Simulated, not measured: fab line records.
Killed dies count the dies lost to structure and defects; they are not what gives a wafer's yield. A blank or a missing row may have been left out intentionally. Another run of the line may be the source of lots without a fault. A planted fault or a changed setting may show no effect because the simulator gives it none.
The tool behind it: which one? + flow n5-finfet + 66 wafers from 22 lots sampled at 2 of the route's 1938 steps

WHAT THE GAUGES READ, wafer by wafer
N5_MOL_CONTACT_COAG_CD_MEAS_84: the cd target is 25.1 nm. Usual: cd-nm 25.14 nm, standard deviation 0.26.
| lot  | measured     | on        | cd-nm (nm)        | flag |
|------|--------------|-----------|-------------------|------|
| L074 | day 5 02:41  | cd-sem-01 | 24.86 25.21 25.39 |      |
| L075 | day 5 10:46  | cd-sem-01 | 25.03 25.35 24.90 |      |
| L076 | day 5 14:01  | cd-sem-02 | 24.79 24.94 25.21 |      |
| L077 | day 5 18:59  | cd-sem-03 | 25.48 24.99 25.59 |      |
| L078 | day 6 08:18  | cd-sem-01 | 24.85 25.34 24.86 |      |
| L079 | day 6 16:44  | cd-sem-03 | 25.25 25.61 25.57 |      |
| L080 | day 6 20:07  | cd-sem-03 | 24.80 25.22 25.04 |      |
| L081 | day 7 01:31  | cd-sem-03 | 25.05 25.53 25.46 |      |
| L082 | day 7 05:10  | cd-sem-01 | 25.18 25.50 25.03 |      |
| L083 | day 7 08:51  | cd-sem-03 | 25.11 24.94 24.85 |      |
| L084 | day 7 18:08  | cd-sem-02 | 24.89 25.02 25.40 |      |
| L085 | day 7 22:33  | cd-sem-03 | 25.00 25.20 25.14 |      |
| L086 | day 8 01:46  | cd-sem-02 | 25.18 25.08 25.02 |      |
| L087 | day 8 15:04  | cd-sem-02 | 25.30 24.55 24.92 |      |
| L088 | day 8 18:22  | cd-sem-01 | 25.23 24.90 24.79 |      |
| L089 | day 8 21:36  | cd-sem-02 | 25.16 25.07 25.22 |      |
| L090 | day 9 00:32  | cd-sem-03 | 25.55 25.31 25.32 |      |
| L091 | day 9 06:20  | cd-sem-02 | 25.20 25.24 25.47 |      |
| L092 | day 9 14:44  | cd-sem-03 | 25.46 25.40 25.01 |      |
| L094 | day 10 02:29 | cd-sem-02 | 25.45 25.18 24.75 |      |
| L095 | day 10 14:46 | cd-sem-03 | 25.23 25.18 25.14 |      |
| L097 | day 10 18:48 | cd-sem-02 | 24.93 25.02 24.89 |      |

WHAT TOOL EACH LOT RAN ON (gives the tool, then ch and the chambers of the sampled wafers, and finally the start)
| lot  | N5_MOL_CONTACT_COAG_SPUTTER_130 |
|------|---------------------------------|
| L074 | pvd-sputter-03, day 4 22:00     |
| L075 | pvd-sputter-03, day 5 06:53     |
| L076 | pvd-sputter-01, day 5 08:49     |
| L077 | pvd-sputter-02, day 5 14:47     |
| L078 | pvd-sputter-01, day 6 04:11     |
| L079 | pvd-sputter-03, day 6 12:52     |
| L080 | pvd-sputter-02, day 6 16:22     |
| L081 | pvd-sputter-01, day 6 21:41     |
| L082 | pvd-sputter-01, day 7 00:50     |
| L083 | pvd-sputter-02, day 7 04:32     |
| L084 | pvd-sputter-01, day 7 13:47     |
| L085 | pvd-sputter-03, day 7 18:28     |
| L086 | pvd-sputter-01, day 7 21:59     |
| L087 | pvd-sputter-02, day 8 10:19     |
| L088 | pvd-sputter-02, day 8 10:49     |
| L089 | pvd-sputter-02, day 8 16:25     |
| L090 | pvd-sputter-03, day 8 20:47     |
| L091 | pvd-sputter-01, day 9 02:02     |
| L092 | pvd-sputter-02, day 9 10:46     |
| L094 | pvd-sputter-01, day 9 22:39     |
| L095 | pvd-sputter-01, day 10 10:44    |
| L097 | pvd-sputter-03, day 10 14:45    |
- N5_MOL_CONTACT_COAG_SPUTTER_130: material Co, target thk 47.5 nm.

WHAT THE TOOLS THEMSELVES READ (means of the sampled wafers that have a number; where no wafer has one, the mark that the record gives instead)
N5_MOL_CONTACT_COAG_SPUTTER_130. Usual: throttle-valve-pct 29.8 %, standard deviation 1.
| lot  | tool           | throttle-valve-pct (%) | flag |
|------|----------------|------------------------|------|
| L074 | pvd-sputter-03 | 29.7                   |      |
| L075 | pvd-sputter-03 | 29.6                   |      |
| L076 | pvd-sputter-01 | 30.2                   |      |
| L077 | pvd-sputter-02 | 29.9                   |      |
| L078 | pvd-sputter-01 | 29.3                   |      |
| L079 | pvd-sputter-03 | 30.4                   |      |
| L080 | pvd-sputter-02 | 30.1                   |      |
| L081 | pvd-sputter-01 | 30.4                   |      |
| L082 | pvd-sputter-01 | 29.4                   |      |
| L083 | pvd-sputter-02 | 29.6                   |      |
| L084 | pvd-sputter-01 | 29.4                   |      |
| L085 | pvd-sputter-03 | 30.2                   |      |
| L086 | pvd-sputter-01 | 29.4                   |      |
| L087 | pvd-sputter-02 | 29.8                   |      |
| L088 | pvd-sputter-02 | 31.1                   |      |
| L089 | pvd-sputter-02 | 30.0                   |      |
| L090 | pvd-sputter-03 | 29.7                   |      |
| L091 | pvd-sputter-01 | 29.5                   |      |
| L092 | pvd-sputter-02 | 29.7                   |      |
| L094 | pvd-sputter-01 | 29.1                   |      |
| L095 | pvd-sputter-01 | 29.4                   |      |
| L097 | pvd-sputter-03 | 29.6                   |      |

THE ANSWER, worked out from the rows above alone
Rule: a lot is off if the mean of its wafers that have a number lies more than 3 standard deviations from the usual mean. Also off: a lot with no number at a reading for which 4 or more lots have one. The other lots that the step has rows for count as sound. Order of review: gauges by route order, followed by the tools' own readings, for which a lot's mean as printed above is used. At the first step where some lot is off, the reading lying furthest off is the one used; lots without a number count as furthest.
No lot is off at any reading shown: from this, nothing can be told.

WHAT THE SIMULATOR PUT IN
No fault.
